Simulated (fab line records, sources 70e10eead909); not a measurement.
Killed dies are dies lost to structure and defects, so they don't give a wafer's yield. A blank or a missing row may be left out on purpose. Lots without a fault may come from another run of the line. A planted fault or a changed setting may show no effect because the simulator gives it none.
Chamber matching | flow nand_harc | NHARC_A_CHANNEL_FILL_D1_ALD_16 on ald_hk-02: 4 sister chambers
The step deposits SiO2, target thk 1.5 nm, pulse time 10 s, ald cycles 15. 16 wafers are shown with their chamber, then 8 later ones without.

WAFERS WITH THEIR CHAMBER
wafer  | chamber | heater_power_w (W) | precursor_pulse_height_rel
L081.2 | 2       | 507                | 1.014
L081.3 | 3       | 431                | 1.005
L081.4 | 0       | 525                | 0.996
L081.1 | 1       | 459                | 1.006
L081.5 | 0       | 531                | 0.995
L081.6 | 3       | 424                | 1.015
L086.1 | 1       | 466                | 1.034
L086.2 | 2       | 515                | 0.966
L086.5 | 2       | 500                | 0.998
L086.3 | 0       | 515                | 0.977
L086.4 | 3       | 422                | 1.006
L086.6 | 1       | 468                | 1.007
L088.2 | 3       | 416                | 0.998
L088.4 | 1       | 471                | 0.998
L088.6 | 3       | 422                | 0.996
L088.1 | 0       | 531                | 0.985

SIGNATURES (means of the wafers above)
reading                    | chamber 0 | chamber 1 | chamber 2 | chamber 3 | scatter within a chamber
heater_power_w             | 525.50    | 466.00    | 507.33    | 423.00    | 6.31
precursor_pulse_height_rel | 0.98825   | 1.01125   | 0.99267   | 1.00400   | 0.0141
Rule: a wafer's distance from a chamber is the root of the sum, over the readings, of the square of ((its reading less the chamber's mean) divided by the reading's scatter). The wafer belongs to the nearest chamber; if the next one is less than 2 further off, it can't be placed. The scatter: the root of (the sum of the squares of (reading less its chamber's mean) over the shown wafers, divided by (wafers less chambers)).

WAFERS WITHOUT THEIR CHAMBER
wafer  | heater_power_w (W) | precursor_pulse_height_rel
L088.3 | 513                | 0.992
L088.5 | 523                | 1.021
L095.3 | 478                | 0.990
L095.4 | 426                | 1.013
L095.5 | 503                | 1.009
L096.3 | 441                | 0.983
L096.4 | 510                | 0.980
L096.6 | 420                | 0.984

WHICH CHAMBER EACH WENT THROUGH
wafer  | from the rows above     | in truth
L088.3 | can't be placed: 2 or 0 | 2
L088.5 | can't be placed: 0 or 2 | 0
L095.3 | 1                       | 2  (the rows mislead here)
L095.4 | 3                       | 3
L095.5 | 2                       | 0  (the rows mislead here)
L096.3 | can't be placed: 3 or 1 | 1
L096.4 | can't be placed: 2 or 0 | 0
L096.6 | 3                       | 3
Placed correctly: 2 of 8. Can't be placed from these rows: 4 (the true chamber is among the candidates in 4). Placed wrongly: 2.
